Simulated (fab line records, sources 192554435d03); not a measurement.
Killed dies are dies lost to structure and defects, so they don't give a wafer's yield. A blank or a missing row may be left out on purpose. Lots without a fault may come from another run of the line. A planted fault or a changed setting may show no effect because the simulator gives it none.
fab line records    flow n5-finfet
[record] lots = 4  wafers = 12  last-day = 17
route steps=1938 shown GATE_CUT@465 BEOL_M4@1111
lots untouched by any fault: they come from a run of this same line in which no faults occurred
start-h: the number of hours between the record's first day and the start of the first shown wafer of the lot    wait-h: hours elapsed since this lot's preceding step    " same as the row above    L1.1+2: a single row standing in for several wafers    - no value, or no start was given    * or withheld: withheld    < > ~ a bound
route shown NAME@n: names a module that has steps shown in the file, with the first one's number in the route    usual: the fault-free wafers' mean and standard deviation    same: alike in all rows    chamber/n: place in a boat    sites: each site's reading    _std_site: the standard deviation of these    _edge_site: outer sites' mean less inner sites'    radius-mm: how far each site lies from the wafer's centre    mask NAME#n: copy n    behind: the most recent tool/chamber to have shaped the wafer    hold: what put the lot on hold/how long, in hours/how the hold closed    device: transistor that didn't switch, given as n, p or np    end of line: the route-end tests of the same wafers    a step without rows: its recipe alone    killed: at the first sort, the dies lost to defects and structure; wafer yield is something else    map: per-die view of a wafer (x killed, . not killed, _ where there is no die)
set.NAME: the setting that was run; set.NAME@STEP: the one run at that earlier step    model.NAME: the simulator's own value behind a step, which no gauge read
lots at some steps of the route; a table a step, a row a wafer
services: from which hour (start-h, from the record's first day; less than 0 if before it) a tool's chamber was out of use, for how many hours, and why
[[steps]]
[step N5_GATE_CUT_ETCHBACK_00]
[recipe] chemistry = SF6/Cl2  target = W  pressure-mtorr = 8  icp-w = 900  bias-w = 80  SF6_flow_sccm = 40  Cl2_flow_sccm = 60
[step N5_GATE_CUT_ETCH_56]
[recipe] chemistry = Cl2/Ar  target = TiN  target-depth-a = 216  pressure-mtorr = 10  icp-w = 600  bias-w = 60  Cl2_flow_sccm = 40  Ar_flow_sccm = 60
[step N5_GATE_CUT_ETCHBACK_30]
[recipe] chemistry = Cl2/Ar  target = TiN  target-depth-a = 30  mode = isotropic  pressure-mtorr = 10  icp-w = 600  bias-w = 60  Cl2_flow_sccm = 40  Ar_flow_sccm = 60
[step N5_GATE_CUT_VAPOR_ETCH_60]
[recipe] chemistry = BCl3/Cl2  target = HfO2  mode = isotropic
[step N5_GATE_CUT_ETCH_58]
[recipe] chemistry = CH3F/O2  target = SiNx  target-depth-a = 170  time-s = 128.6  ion-energy-ev = 50  pressure-mtorr = 30  source-w = 415  bias-w = 21  Ar_flow_sccm = 150  CH3F_flow_sccm = 30  O2_flow_sccm = 20
[step N5_GATE_CUT_STRIP_59]
[recipe] chemistry = N2/H2  time-s = 20  power-w = 100  temp-c = 40  pressure-mtorr = 100  rf-frequency-hz = 6e+07  bias-power-w = 3  n2-flow-sccm = 300  h2-flow-sccm = 300
[step N5_GATE_CUT_PRECLEAN_31]
[recipe] temp-c = 23  chemistry = DIW  time-s = 300
[step N5_GATE_CUT_SRD_32]
[recipe] time-s = 30  temp-c = 23  rinse-liquid = diw  dry = ipa-marangoni
[step N5_GATE_CUT_SAC_CAP_01]
[recipe] material = SiNx  target-thk-a = 240  temp-c = 400  ald-precursor-family = SiH2I2  ald-co-reactant = N2/H2-plasma  pulse-time-s = 1  ald-cycles = 480  purge-time-s = 2  co-reactant-purge-time-s = 2  pressure-torr = 2
[step N5_GATE_CUT_PECVD_57]
[recipe] material = SiNx  target-thk-a = 210  temp-c = 400  precursor = SiH4/NH3/N2  pressure-torr = 1.5  rf-w = 300
[step N5_GATE_CUT_CMP_02]
[recipe] stop-on = SiO2  t-overpolish-s = 12.7  post-cmp-clean = alkaline-brush  down-force-psi = 2.5  platen-rpm = 51.8  pad-velocity-m-s = 1.0307  target-thk-nm = 0
[step N5_GATE_CUT_HM_DEP_46]
[recipe] material = SiO2  target-thk-a = 1300  temp-c = 400  precursor = TEOS/O2  pressure-torr = 6.5  rf-w = 900  teos-flow-sccm = 161.4  gas = O2  flow-sccm = 2650  time-s = 26.6
[usual] heater-power-w = 543/100  showerhead-plenum-p-Torr = 8.34/0.03  throttle-valve-pct = 18.9/0.95
lot.wafer  tool      chamber  start-h  wait-h  heater-power-w  showerhead-plenum-p-Torr  throttle-valve-pct  model.SiO2_of_GATE_CUT_HM_DEP_46.thk-nm
L557.1     pecvd-02  1        132.66   0.0     532             8.35                      19.5                129.2
L557.3     "         0        "        "       657             8.35                      20.1                127.4
L557.4     "         2        "        "       533             8.31                      18.2                130.2
L561.2     pecvd-02  1        168.78   0.0     492             8.35                      19.8                96
L561.5     "         1        "        "       500             8.33                      19.4                131.2
L561.6     "         2        "        "       571             8.30                      18.3                96.8
L562.1     pecvd-02  2        172.29   0.0     543             8.32                      18.0                128.2
L562.3     "         0        "        "       678             8.36                      19.9                96.2
L562.5     "         2        "        "       538             8.29                      18.4                131
L571.1     pecvd-03  0        209.65   0.0     451             8.33                      17.8                127.6
L571.2     "         2        "        "       495             8.33                      17.4                126.4
L571.3     "         1        "        "       378             8.34                      19.3                128.8
[step N5_GATE_CUT_COAT_34]
[recipe] resist = SOC  temp-c = 250  time-s = 60  spin-rpm = 1500  resist-thk-nm = 60
[step N5_GATE_CUT_COAT_35]
[recipe] resist = SiARC  temp-c = 220  time-s = 60  spin-rpm = 1500  resist-thk-nm = 10
[step N5_GATE_CUT_COAT_27]
[recipe] resist = underlayer  temp-c = 205  time-s = 60  spin-rpm = 1500  resist-thk-nm = 10
[step N5_GATE_CUT_COAT_07]
[recipe] resist = CAR-EUV  spin-rpm = 1500  resist-thk-nm = 30
[step N5_GATE_CUT_EBR_09]
[recipe] solvent = PGMEA  ebr-width-mm = 1.5
[step N5_GATE_CUT_SOFTBAKE_08]
[recipe] temp-c = 110  time-s = 60  resist = CAR-EUV
[step N5_GATE_CUT_EXPOSE_10]
[recipe] mask-id = GATE_CUT  na = 0.33  source-shape = annular  sigma-inner = 0.35  sigma-outer = 0.8  polarization = unpolarized  target-cd-nm = 20  dose-mj = 43.25
[step N5_GATE_CUT_PEB_11]
[recipe] peb-temp-c = 100  peb-time-s = 60  resist = CAR-EUV
[step N5_GATE_CUT_DEVELOP_12]
[recipe] develop-time-s = 30  developer = TMAH  resist = CAR-EUV  rinse-liquid = surfactant-rinse  dry = air-spin  dev-temp-c = 23
[step N5_GATE_CUT_DESCUM_18]
[recipe] chemistry = O2  time-s = 7  source-power-w = 50  bias-power-w = 20  pressure-mtorr = 20  rf-frequency-hz = 2.712e+07  temp-c = 40  resist = CAR-EUV  o2-flow-sccm = 225
[step N5_GATE_CUT_ETCH_28]
[recipe] chemistry = N2/H2  target = underlayer  target-depth-a = 130  mask-material = CAR-EUV  time-s = 10.4  ion-energy-ev = 200  pressure-mtorr = 30  source-w = 840  bias-w = 150  n2-flow-sccm = 200  h2-flow-sccm = 200  ends = cleared
[step N5_GATE_CUT_ETCH_36]
[recipe] chemistry = CF4  target = SiARC  target-depth-a = 130  mask-material = CAR-EUV  time-s = 21.7  ion-energy-ev = 80  pressure-mtorr = 40  source-w = 545  bias-w = 36  Ar_flow_sccm = 100  cf4-flow-sccm = 100  ends = cleared
[step N5_GATE_CUT_ETCH_37]
[recipe] chemistry = N2/H2  target = SOC  target-depth-a = 600  overetch-a = 120  mask-material = SiARC  temp-c = 40  time-s = 90  ion-energy-ev = 200  pressure-mtorr = 30  source-w = 840  bias-w = 150  n2-flow-sccm = 200  h2-flow-sccm = 200
[step N5_GATE_CUT_STRIP_38]
[recipe] chemistry = N2/H2  temp-c = 40  n2-flow-sccm = 200  h2-flow-sccm = 200  rf-frequency-hz = 6e+07
[step N5_GATE_CUT_STRIP_39]
[recipe] chemistry = N2/H2  temp-c = 40  n2-flow-sccm = 200  h2-flow-sccm = 200  rf-frequency-hz = 6e+07
[step N5_GATE_CUT_HM_OPEN_40]
[recipe] chemistry = C4F6/O2  target = SiO2  mask-material = SiARC  target-depth-a = 1390  time-s = 85.1  ion-energy-ev = 250  pressure-mtorr = 30  source-w = 345  bias-w = 185  Ar_flow_sccm = 300  C4F6_flow_sccm = 10  O2_flow_sccm = 10  ends = cleared
[usual] drypump-motor-current-A = 5.5/0.36  etch-rf-on-time-s = 93.4/2.7  oes_f_703_au = 0.76/0.076  oes-product-au = 0.69/0.07  rf-vpp-V = 665/15  showerhead-plenum-p-Torr = 2.86/0.068  throttle-valve-pct = 21.1/0.3
lot.wafer  tool         chamber  start-h  wait-h  drypump-motor-current-A  etch-rf-on-time-s  oes_f_703_au  oes-product-au  rf-hours-counter-h  rf-vpp-V  showerhead-plenum-p-Torr  throttle-valve-pct  model.etch.depth-nm  model.SOC_of_GATE_CUT_COAT_34.thk-nm
L557.1     rie-diel-06  3        133.42   0.0     4.9                      92.5               0.73          0.63            207                 648       2.75                      21.7                129.1                33
L557.3     "            2        "        "       5.0                      89.0               0.94          0.81            50                  657       2.88                      20.7                127.4                32.2
L557.4     "            1        "        "       6.0                      92.9               0.71          0.64            202                 665       2.94                      21.2                130.3                33
L561.2     rie-diel-06  3        169.56   0.0     4.9                      69.5               0.72          0.63            218                 649       2.75                      21.7                95.93                39.6
L561.5     "            3        "        "       4.9                      93.8               0.72          0.63            -                   647       2.75                      21.7                131.2                32.2
L561.6     "            2        "        "       5.0                      67.7               0.91          0.80            -                   658       2.87                      20.8                96.87                38.6
L562.1     rie-diel-02  2        172.91   0.0     5.6                      94.0               0.66          0.64            244                 687       2.89                      20.8                128.3                34.4
L562.3     "            1        "        "       5.9                      70.6               0.70          0.64            210                 657       2.86                      21.0                96.13                39.6
L562.5     "            1        "        "       5.9                      95.5               0.71          0.64            -                   658       2.86                      21.0                130.9                32.2
L571.1     rie-diel-06  1        210.28   0.0     6.0                      90.6               0.70          0.63            222                 662       2.93                      21.2                127.5                33.8
L571.2     "            2        "        "       5.0                      88.5               0.91          0.78            68                  657       2.87                      20.8                126.3                32.4
L571.3     "            3        "        "       4.9                      91.9               0.72          0.63            229                 648       2.74                      21.7                128.8                33.2
[step N5_GATE_CUT_STRIP_41]
[recipe] chemistry = CF4  resist = SiARC  power-w = 300  bias-power-w = 75  pressure-mtorr = 50  cf4-flow-sccm = 150  rf-frequency-hz = 6e+07
[step N5_GATE_CUT_STRIP_42]
[recipe] chemistry = O2  power-w = 400  temp-c = 40  pressure-mtorr = 30  rf-frequency-hz = 6e+07  bias-power-w = 0  overash-fraction = 0.3  o2-flow-sccm = 225
[step N5_GATE_CUT_ETCH_19]
[recipe] chemistry = CH3F/O2  target = SiNx  mask-material = SiO2  target-depth-a = 537  time-s = 76.7  pressure-mtorr = 30  source-w = 395  bias-w = 73  Ar_flow_sccm = 150  CH3F_flow_sccm = 30  O2_flow_sccm = 20  ion-energy-ev = 120  ends = cleared
[step N5_GATE_CUT_CUT_ETCH_53]
[recipe] chemistry = SF6/Cl2  target = W  mask-material = SiO2  target-depth-a = 792  pressure-mtorr = 8  icp-w = 900  bias-w = 80  SF6_flow_sccm = 40  Cl2_flow_sccm = 60  ends = cleared
[step N5_GATE_CUT_CUT_ETCH_54]
[recipe] chemistry = Cl2/BCl3  target = TiN  mask-material = SiO2  target-depth-a = 967  pressure-mtorr = 10  icp-w = 1000  bias-w = 126  Cl2_flow_sccm = 53.25  bcl3-flow-sccm = 21.75  Ar_flow_sccm = 25  ends = cleared
[step N5_GATE_CUT_CUT_ETCH_55]
[recipe] chemistry = BCl3  target = HfO2  mask-material = SiO2  target-depth-a = 32  ion-energy-ev = 30  pressure-mtorr = 5  icp-w = 450  bias-w = 18  bcl3-flow-sccm = 80
[step N5_GATE_CUT_ETCH_47]
[recipe] chemistry = Cl2/BCl3  target = SiO2  target-depth-a = 100  pressure-mtorr = 10  icp-w = 1000  bias-w = 126  Cl2_flow_sccm = 53.25  bcl3-flow-sccm = 21.75  Ar_flow_sccm = 25
[step N5_GATE_CUT_VAPOR_ETCH_48]
[recipe] chemistry = BCl3/Cl2  target = TiN  mode = isotropic
[step N5_GATE_CUT_VAPOR_ETCH_49]
[recipe] chemistry = BCl3/Cl2  target = TiAlC  mode = isotropic
[step N5_GATE_CUT_VAPOR_ETCH_51]
[recipe] chemistry = BCl3/Cl2  target = HfO2  mode = isotropic
[step N5_GATE_CUT_THK_MEAS_24]
[recipe] reads = SiO2_of_GATE_CUT_HM_DEP_46+SiO2_flowable_of_ILD0_FCVD_FILL_01
[usual] GC_FILL_THK = 220.2/2.5
lot.wafer  tool           chamber  start-h  wait-h  GC_FILL_THK[nm]
L557.1     film-metro-02  -        135.87   -       219.8
L557.3     "              -        "        "       218.5
L557.4     "              -        "        "       219.0
L561.2     film-metro-02  -        173.61   -       185.7
L561.5     "              -        "        "       221.1
L561.6     "              -        "        "       185.4
L562.1     film-metro-02  -        175.37   -       217.5
L562.3     "              -        "        "       187.4
L562.5     "              -        "        "       219.9
L571.1     film-metro-02  -        212.73   -       217.0
L571.2     "              -        "        "       215.9
L571.3     "              -        "        "       219.9
[step N5_GATE_CUT_CMP_43]
[recipe] material = SiO2  post-cmp-clean = rinse-only
[usual] motor-current-A = 12.0/1.1
lot.wafer  tool    chamber  start-h  wait-h  motor-current-A  model.SiO2_of_GATE_CUT_HM_DEP_46.thk-nm
L557.3     cmp-02  0        135.90   0.0     11.5             4.8
L557.4     "       1        "        "       10.6             5
L557.1     "       3        "        "       12.1             5
L561.2     cmp-04  0        173.64   0.0     12.9             3.4
L561.6     "       0        "        "       12.5             3.4
L561.5     "       1        "        "       13.0             5
L562.3     cmp-04  3        175.40   0.0     12.8             3.4
L562.1     "       2        "        "       12.3             5
L562.5     "       0        "        "       13.2             5
L571.2     cmp-04  0        212.76   0.0     12.7             4.8
L571.1     "       1        "        "       12.9             4.8
L571.3     "       2        "        "       12.4             5
[step N5_BEOL_M4_RC_MEAS_101]
[usual] DIBL_N = 36.0/2  DIBL_P = 35.9/2.5  IOFF_N = 0.16/0.038  IOFF_P = 0.21/0.04  ION_N = 675/14  ION_P = 462/9.4  SS_N = 71.5/0.75  SS_P = 73.2/0.74  VT_N = 250/3.9  VT_P = -251/3.2
lot.wafer  tool       chamber  start-h  wait-h  DIBL_N[mV/V]  DIBL_P[mV/V]  IOFF_N[nA/um]  IOFF_P[nA/um]  ION_N[uA/um]  ION_P[uA/um]  SS_N[mV/dec]  SS_P[mV/dec]  VT_N[mV]  VT_P[mV]
L557.1     prober-01  0        205.11   0.0     34.7          34.0          0.14           0.18           673           457           71.0          72.8          251       -253
L557.3     "          0        "        "       35.7          36.6          0.17           0.24           671           457           71.6          72.9          246       -248
L557.4     "          0        "        "       34.7          33.8          0.14           0.19           677           472           71.2          73.2          250       -252
L562.1     prober-01  0        249.48   0.0     35.1          35.8          0.15           0.17           678           465           70.9          72.8          249       -254
L562.3     "          0        "        "       36.9          37.5          0.18           0.20           678           464           71.6          73.8          246       -254
L562.5     "          0        "        "       37.2          38.8          0.17           0.21           688           463           71.5          73.6          249       -255
L561.2     prober-02  0        249.62   0.2     35.8          38.4          0.15           0.21           672           461           71.3          73.0          251       -252
L561.5     "          0        "        "       37.5          38.2          0.17           0.21           671           453           72.0          73.8          248       -251
L561.6     "          0        "        "       35.7          38.0          0.14           0.21           654           455           71.7          73.3          252       -250
L571.1     prober-01  0        295.73   0.0     38.2          37.8          0.19           0.24           693           472           72.2          73.3          247       -250
L571.2     "          0        "        "       35.3          35.8          0.12           0.22           653           462           70.7          73.6          254       -250
L571.3     "          0        "        "       38.5          37.4          0.18           0.24           668           457           72.6          73.9          251       -250
[[services]]
tool         chamber  start-h  hours  kind
cmp-02       -        112.86   1.6    repair
rie-diel-06  1        127.09   2.5    repair
cmp-04       -        131.28   3.7    pm
rie-diel-06  2        139.56   7.7    repair
cmp-02       -        169.22   0.3    repair
rie-diel-02  1        178.83   7.1    repair
cmp-02       -        180.72   4.0    pm
cmp-02       -        184.72   -      consumable-replace:conditioner
cmp-02       -        184.72   -      consumable-replace:pad
rie-diel-02  2        196.07   -      clean
rie-diel-02  2        196.07   -      consumable-replace:focus-ring
rie-diel-02  2        196.07   16.8   scheduled-down
rie-diel-02  2        196.07   16.8   vent-cycle
pecvd-02     -        199.08   14.6   pm
cmp-02       -        206.20   2.5    repair
[[key]]
[first-sign] step = N5_GATE_CUT_HM_OPEN_40  reading = etch-rf-on-time-s  direction = down  sigmas = 8.9  usual = *  struck = *
[effect] step = N5_GATE_CUT_THK_MEAS_24  reading = GC_FILL_THK  direction = down  sigmas = 14  usual = 220.2  struck = 186.2
[model-effect] step = N5_GATE_CUT_HM_DEP_46  value = SiO2_of_GATE_CUT_HM_DEP_46.thk-nm  without = 129.1  struck = 96.33
[model-effect] step = N5_GATE_CUT_HM_OPEN_40  value = etch.depth-nm  without = 129.2  struck = 96.31
[model-effect] step = N5_GATE_CUT_CMP_43  value = SiO2_of_GATE_CUT_HM_DEP_46.thk-nm  without = 5  struck = 3.4
met-at N5_GATE_CUT_HM_DEP_46
struck-wafers L561.2,L561.6,L562.3
[baseline-loss] step = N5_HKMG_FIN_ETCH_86  wafers = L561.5
onset-between 132.66 168.78
[fault] kind = process-parameter-drift  tool = pecvd-02  chamber = -  onset-h = 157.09  steps = N5_GATE_CUT_HM_DEP_46  channel = time-s  offset = *  shape = step  end-h = 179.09  scope = struck-wafers-only  acts-in = *  stated = *
// baseline-loss: these wafers lose ten dies or more at that step, a loss of the line's own and not of a fault; the sort's usual values leave them out
